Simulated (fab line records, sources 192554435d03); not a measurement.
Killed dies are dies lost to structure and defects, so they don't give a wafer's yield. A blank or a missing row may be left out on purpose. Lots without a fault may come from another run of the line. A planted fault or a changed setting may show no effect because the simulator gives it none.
Chamber matching | flow n5_finfet | N5_FIN_SAQP_HM_DEP_72 on pecvd-03: 3 sister chambers
The step deposits SiO2 from SiH4/N2O, target thk 12 nm, time 7.2 s. 6 wafers are shown with their chamber, then 8 later ones without.

WAFERS WITH THEIR CHAMBER
wafer  | chamber | showerhead_plenum_p_Torr (Torr) | heater_power_w (W)
L078.5 | 0       | 7.99                            | 780
L079.6 | 1       | 8.03                            | 935
L084.1 | 1       | 8.04                            | 866
L084.3 | 2       | 8.04                            | 959
L084.4 | 2       | 8.06                            | 958
L085.2 | 0       | 8.00                            | 818

WAFERS WITHOUT THEIR CHAMBER
wafer  | showerhead_plenum_p_Torr (Torr) | heater_power_w (W)
L085.4 | 7.98                            | 813
L085.5 | 8.05                            | 860
L086.1 | 8.04                            | 831
L086.2 | 8.00                            | 777
L086.3 | 8.04                            | 857
L093.1 | 8.03                            | 912
L093.2 | 8.05                            | 952
L093.6 | 8.02                            | 973

WHICH CHAMBER EACH WENT THROUGH
wafer  | from the rows above     | in truth
L085.4 | 0                       | 0
L085.5 | can't be placed: 1 or 2 | 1
L086.1 | can't be placed: 1 or 2 | 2
L086.2 | 0                       | 0
L086.3 | can't be placed: 1 or 2 | 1
L093.1 | can't be placed: 1 or 2 | 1
L093.2 | can't be placed: 2 or 1 | 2
L093.6 | can't be placed: 1 or 2 | 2
Placed correctly: 2 of 8. Can't be placed from these rows: 6 (the true chamber is among the candidates in 6). Placed wrongly: 0.
How it was worked out, from the rows above alone: a wafer's distance from a chamber is the root of the sum, over the readings, of the square of ((its reading less the chamber's mean) divided by the reading's scatter). The wafer belongs to the nearest chamber; if the next one is less than 2 further off, it can't be placed. A chamber's mean is the mean of its shown wafers. The scatter: the root of (the sum of the squares of (reading less its chamber's mean) over the shown wafers, divided by (wafers less chambers)).
